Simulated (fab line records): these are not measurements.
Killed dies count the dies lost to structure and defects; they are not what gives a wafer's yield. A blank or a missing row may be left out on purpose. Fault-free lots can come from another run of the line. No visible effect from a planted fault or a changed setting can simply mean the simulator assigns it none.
Chamber matching + flow nand_harc + 4 sister chambers for NHARC_P_GATE_DESCUM_48 on rie_diel-10
The step chemistry O2, time 3 s. 33 wafers are shown with their chamber, then 12 later ones without.

WAFERS WITH THEIR CHAMBER
| wafer  | chamber | showerhead_plenum_p_Torr (Torr) | drypump_motor_current_A (A) | oes_product_au (a.u.) |
|--------|---------|---------------------------------|-----------------------------|-----------------------|
| L074.1 | 3       | 1.92                            | 6.1                         | 0.978                 |
| L074.3 | 1       | 1.88                            | 5.9                         | 0.974                 |
| L074.6 | 0       | 2.01                            | 6.4                         | 0.983                 |
| L076.4 | 0       | 2.01                            | 6.4                         | 0.995                 |
| L076.5 | 2       | 1.88                            | 6.7                         | 1.004                 |
| L076.6 | 3       | 1.92                            | 6.1                         | 0.986                 |
| L078.1 | 2       | 1.88                            | 6.7                         | 0.998                 |
| L078.3 | 0       | 2.01                            | 6.4                         | 0.991                 |
| L078.5 | 2       | 1.88                            | 6.8                         | 0.990                 |
| L079.1 | 2       | 1.88                            | 6.7                         | 0.985                 |
| L079.3 | 1       | 1.88                            | 5.8                         | 0.999                 |
| L079.5 | 0       | 2.01                            | 6.4                         | 0.982                 |
| L080.4 | 1       | 1.88                            | 5.9                         | 0.994                 |
| L080.5 | 3       | 1.92                            | 6.1                         | 0.993                 |
| L080.6 | 0       | 2.01                            | 6.4                         | 0.998                 |
| L081.1 | 2       | 1.88                            | 6.7                         | 0.990                 |
| L081.4 | 0       | 2.01                            | 6.4                         | 0.990                 |
| L081.5 | 3       | 1.92                            | 6.1                         | 0.986                 |
| L083.2 | 3       | 1.92                            | 6.1                         | 0.988                 |
| L083.3 | 0       | 2.01                            | 6.4                         | 1.004                 |
| L083.6 | 0       | 2.01                            | 6.4                         | 0.995                 |
| L085.2 | 0       | 2.01                            | 6.4                         | 0.990                 |
| L085.3 | 1       | 1.87                            | 5.9                         | 0.990                 |
| L085.6 | 1       | 1.87                            | 5.9                         | 0.991                 |
| L086.1 | 1       | 1.87                            | 5.9                         | 0.980                 |
| L086.3 | 2       | 1.88                            | 6.7                         | 0.984                 |
| L086.5 | 1       | 1.87                            | 5.9                         | 0.978                 |
| L088.1 | 3       | 1.92                            | 6.1                         | 0.992                 |
| L088.3 | 2       | 1.88                            | 6.7                         | 1.009                 |
| L088.4 | 1       | 1.87                            | 5.9                         | 0.981                 |
| L090.2 | 1       | 1.87                            | 5.9                         | 0.987                 |
| L090.3 | 3       | 1.92                            | 6.1                         | 0.987                 |
| L090.6 | 1       | 1.87                            | 5.9                         | 0.970                 |

SIGNATURES (averages over the wafers above)
| reading                  | chamber 0 | chamber 1 | chamber 2 | chamber 3 | scatter within a chamber |
|--------------------------|-----------|-----------|-----------|-----------|--------------------------|
| showerhead_plenum_p_Torr | 2.0100    | 1.8730    | 1.8800    | 1.9200    | 0.00269                  |
| drypump_motor_current_A  | 6.400     | 5.890     | 6.714     | 6.100     | 0.0246                   |
| oes_product_au           | 0.99200   | 0.98440   | 0.99429   | 0.98714   | 0.00801                  |
Rule: distance of a wafer from a chamber = root of the sum over the readings of ((wafer's reading minus chamber's mean) / reading's scatter) squared. If the next closest chamber is less than 2 further off than the closest, the wafer can't be placed; otherwise it belongs to the closest. The scatter is the square root of a quotient: the sum, over the shown wafers, of each reading's squared deviation from its chamber's mean, divided by wafers minus chambers.

WAFERS WITHOUT THEIR CHAMBER
| wafer  | showerhead_plenum_p_Torr (Torr) | drypump_motor_current_A (A) | oes_product_au (a.u.) |
|--------|---------------------------------|-----------------------------|-----------------------|
| L091.1 | 1.88                            | 6.7                         | 1.009                 |
| L091.4 | 1.87                            | 5.9                         | 0.983                 |
| L091.5 | 1.88                            | 6.7                         | 1.004                 |
| L092.1 | 2.01                            | 6.4                         | 0.990                 |
| L092.2 | 1.87                            | 5.9                         | 0.988                 |
| L092.4 | 1.92                            | 6.1                         | 0.990                 |
| L093.2 | 1.92                            | 6.1                         | 0.979                 |
| L093.4 | 1.87                            | 6.7                         | 0.997                 |
| L093.6 | 1.87                            | 6.7                         | 0.995                 |
| L094.2 | 1.87                            | 5.8                         | 0.986                 |
| L094.3 | 1.87                            | 6.7                         | 1.012                 |
| L094.5 | 1.87                            | 6.7                         | 1.006                 |

EACH ONE'S CHAMBER
| wafer  | from the rows above | in truth |
|--------|---------------------|----------|
| L091.1 | 2                   | 2        |
| L091.4 | 1                   | 1        |
| L091.5 | 2                   | 2        |
| L092.1 | 0                   | 0        |
| L092.2 | 1                   | 1        |
| L092.4 | 3                   | 3        |
| L093.2 | 3                   | 3        |
| L093.4 | 2                   | 2        |
| L093.6 | 2                   | 2        |
| L094.2 | 1                   | 1        |
| L094.3 | 2                   | 2        |
| L094.5 | 2                   | 2        |
Correctly placed: 12 of 12. Number that these rows cannot place: 0. Number placed wrongly: 0.
